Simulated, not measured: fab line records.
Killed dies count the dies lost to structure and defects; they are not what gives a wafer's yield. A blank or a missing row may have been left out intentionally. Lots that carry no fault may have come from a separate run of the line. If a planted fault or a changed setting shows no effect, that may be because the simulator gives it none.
Split-lot study	flow n5-finfet	7 lots, 21 wafers read, on a route of 1938 steps

## ON THE SPLIT
At N5_BEOL_M9_EXPOSE_08 (exposes mask M9), the setting dose-mj was moved away from the recipe's 53.75 on 10 of the 21 wafers read, by -7.3% to +4.9%. For the rest of the wafers, this setting stayed at what the recipe calls for.

## FROM THE SPLIT TO THE READING: what the file shows between them, 14 steps
- N5_BEOL_M9_PEB_09: peb time 60 s
- N5_BEOL_M9_DEVELOP_10: develop time 30 s
- N5_BEOL_M9_CD_MEAS_11: target cd 64.1 nm
- N5_BEOL_M9_DESCUM_16: chemistry O2, time 7.9 s
- N5_BEOL_M9_ETCH_61: etches SiARC in CF4, target depth 39 nm, time 65 s
- N5_BEOL_M9_ETCH_62: etches SOC in N2/H2, target depth 110 nm, overetch 22 nm, time 165 s
- N5_BEOL_M9_STRIP_68: strips in N2/H2
- N5_BEOL_M9_HM_OPEN_17: chemistry Cl2/BCl3, target TiN, target depth 20 nm, overetch 6 nm
- N5_BEOL_M9_STRIP_19: strips in O2
- N5_BEOL_M9_CD_MEAS_18: pitch 140 nm, target cd 70 nm
- N5_BEOL_M9_COAT_63: time 60 s, resist thk 60 nm
- N5_BEOL_M9_COAT_64: time 60 s, resist thk 12 nm
- N5_BEOL_M9_PRECLEAN_42: cleans in residue remover, time 60 s
- N5_BEOL_M9_SRD_43: time 30 s

## THE READING
cd-nm, in nm, at N5_BEOL_M9_CD_MEAS_35 (target cd 70 nm, target cd y 40 nm). On this fab line, fault-free wafers typically give 69.9 nm with a standard deviation of 0.46 nm.

wafer	tool, chamber at the split	dose-mj as run	against the recipe	cd-nm, nm	against lot-mates on the recipe
L075.2	arfi-scanner-01, 0	53.75	recipe	70.1	-
L075.3	arfi-scanner-01, 0	52.74	-1.9%	68.8	-1.3
L075.4	arfi-scanner-01, 0	52.74	-1.9%	68.9	-1.2
L080.1	arfi-scanner-03, 0	56.35	+4.8%	72.1	+2.1
L080.2	arfi-scanner-03, 0	53.75	recipe	70.0	-
L080.6	arfi-scanner-03, 0	56.35	+4.8%	72.4	+2.4
L084.1	arfi-scanner-03, 0	52.26	-2.8%	68.0	-2.0
L084.2	arfi-scanner-03, 0	53.75	recipe	69.8	-
L084.6	arfi-scanner-03, 0	53.75	recipe	70.3	-
L085.1	arfi-scanner-02, 0	53.75	recipe	70.1	-
L085.3	arfi-scanner-02, 0	53.75	recipe	70.3	-
L085.4	arfi-scanner-02, 0	56.36	+4.9%	73.3	+3.1
L088.1	arfi-scanner-01, 0	53.75	recipe	70.6	-
L088.2	arfi-scanner-01, 0	53.75	recipe	70.0	-
L088.3	arfi-scanner-01, 0	53.75	recipe	69.7	-
L092.2	arfi-scanner-01, 0	49.81	-7.3%	66.4	-3.7
L092.4	arfi-scanner-01, 0	53.75	recipe	70.1	-
L092.6	arfi-scanner-01, 0	49.81	-7.3%	66.4	-3.7
L091.2	arfi-scanner-03, 0	51.5	-4.2%	68.3	-1.8
L091.3	arfi-scanner-03, 0	53.75	recipe	70.1	-
L091.4	arfi-scanner-03, 0	51.5	-4.2%	68.4	-1.7

THE FIT
A straight line over all 21 wafers: cd-nm changes by +0.507 nm for each +1% of dose-mj; r = +0.98; the points scatter about the line by 0.35 nm.
The same after taking each lot's own level away (the mean of its wafers on the recipe; 21 wafers): +0.509 nm for each +1%; r = +0.98; scatter 0.32 nm.
Per that fit: largest dose-mj move, reading shift of 3.7 nm.
Measured against the standard deviation above, the lots' own levels, which go from 70.00 to 70.20 nm, span 0.4 times it.
Consequently the slope shifts little with the lot-to-lot level, the two slopes agreeing.
Check: for one of the wafers moved furthest among these (-7.3%), held out of the fit, the line's prediction against its lot-mates is -3.76 nm. Against them it came out at -3.7 nm.

## THE WHOLE CHAIN: every reading that the file lists as answering this split, in the file's order
step	what it does	reading	change (the file's fit)	r (the file's)
N5_BEOL_M9_CD_MEAS_11	target cd 64.1 nm	cd-nm	+0.549 nm for each +1% of the setting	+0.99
N5_BEOL_M9_ETCH_61	etches SiARC in CF4, target depth 39 nm, time 65 s	BEOL_M9.cd-offset-nm (the simulator's own value, which no gauge read)	+0.543 nm for each +1% of the setting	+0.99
N5_BEOL_M9_CD_MEAS_18	pitch 140 nm, target cd 70 nm	cd-nm	+0.547 nm for each +1% of the setting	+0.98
N5_BEOL_M9_CD_MEAS_35	target cd 70 nm, target cd y 40 nm	cd-nm	+0.527 nm for each +1% of the setting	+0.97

## THE FILE'S OWN FIT
cd-nm changes by +0.527 nm for each +1% of dose-mj, r = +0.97.
